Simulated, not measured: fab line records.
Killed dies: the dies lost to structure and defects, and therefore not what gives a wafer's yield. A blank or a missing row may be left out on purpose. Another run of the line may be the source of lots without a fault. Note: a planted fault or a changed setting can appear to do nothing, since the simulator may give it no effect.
A lot that was struck, set against a sound lot    flow n5Finfet    14 steps out of a route of 1938
Sound: wafers L810.2, L810.5, L810.6. Wafers L820.3, L820.5 were the ones struck. The cause comes at the end.
Order at every step that has rows: each side's tool, ch and its chambers, its first start. Under that, the readings that differ: sound wafers    struck wafers    difference of the means    sigmas: that difference in standard deviations of wafers without a fault.
alike: readings whose means differ by less than 2 such deviations, and words and numbers that are the same on both sides. not compared: withheld readings, readings that some wafer has no value for, bounds like >300 that may hide the same value, and numbers for which the record gives no deviation and whose values overlap.
Wherever a step has rows on one side only, a row that says differs or no value, or a row with sigmas, the two part there. Numbers that have no deviation but don't overlap get no sigmas and don't part them. Lack of a reading on every wafer of one side parts them only where that side has two or more wafers.

first, 8 steps without rows for these wafers: N5_MIM_TOP_LITHO_HMDS_01 (time 60 s); N5_MIM_TOP_LITHO_COAT_02; N5_MIM_TOP_LITHO_EBR_04; N5_MIM_TOP_LITHO_SOFTBAKE_03 (time 90 s); N5_MIM_TOP_LITHO_EXPOSE_05 (exposes mask MIM TOP, target cd 2000 nm); N5_MIM_TOP_LITHO_PEB_06; N5_MIM_TOP_LITHO_DEVELOP_07 (develop time 60 s); N5_MIM_TOP_LITHO_HARDBAKE_09 (time 120 s).
N5_MIM_TOP_LITHO_CD_MEAS_08: the cd target is 2000 nm.
  sound on cdSem-01 ch 0, day 14 10:25; struck on cdSem-01 ch 0, day 16 19:03
  alike: cdNm
N5_MIM_TOP_LITHO_OVL_MEAS_11:
  sound on overlay-02 ch 0, day 14 10:26; struck on overlay-02 ch 0, day 16 19:05
  alike: MIM_TOP_OVL
N5_MIM_TOP_LITHO_INSPECT_12: inspects for defects (macro).
  sound on defectInspect-02, day 14 10:28; struck on defectInspect-01, day 16 19:06
reading         sound  struck  difference  sigmas
rawDefectCount  1 1 1  2 6     +3          +2
N5_MIM_TOP_LITHO_DESCUM_10: chemistry O2, time 7.9 s.
  sound on rieDiel-01 ch 0,1,3, day 14 10:41; struck on rieDiel-02 ch 0,2, day 16 19:08
  alike: drypumpMotorCurrentA, oesProductAu, rfFwdPowerW, rfVppV, showerheadPlenumPTorr, throttleValvePct
  not compared: rfHoursCounterH
N5_MIM_TOP_ETCH_ETCH_00: etches TiN in Cl2/BCl3, target depth 38.5 nm.
  sound on rieMetal-03 ch 0,1, day 14 10:46; struck on rieMetal-03 ch 1, day 16 19:16
reading                                 sound              struck       difference  sigmas
oesProductAu (a.u.)                     0.88 0.88 0.75     1.21 1.18    +0.36       +5
model.etch.depthNm (nm)                 38.95 38.94 39.59  64.04 62.91  +24.31      
model.MIM_TOP_ETCH.featureDepthNm (nm)  39 39 39.6         64 63        +24         
  alike: biasW, drypumpMotorCurrentA, mfcCl2Sccm, oes_ar_750_au, rfFwdPowerW, throttleValvePct
  not compared: rfHoursCounterH, model.coat_of_MIM_TOP_LITHO_COAT_02.thkNm
N5_MIM_TOP_ETCH_STRIP_01: strips in O2.
  sound on rieDiel-04 ch 2,3, day 14 10:55; struck on rieDiel-03 ch 2,3, day 16 19:22
reading                   sound        struck   difference  sigmas
drypumpMotorCurrentA (A)  6.5 6.5 6.5  5.5 5.6  -1.0        -2
  alike: oesProductAu, rfVppV, showerheadPlenumPTorr, throttleValvePct
  not compared: rfHoursCounterH

WHERE THEY PART
Earliest at N5_MIM_TOP_LITHO_INSPECT_12; latest, in this record, at N5_MIM_TOP_ETCH_STRIP_01.

WHY: what had been put in by the simulator
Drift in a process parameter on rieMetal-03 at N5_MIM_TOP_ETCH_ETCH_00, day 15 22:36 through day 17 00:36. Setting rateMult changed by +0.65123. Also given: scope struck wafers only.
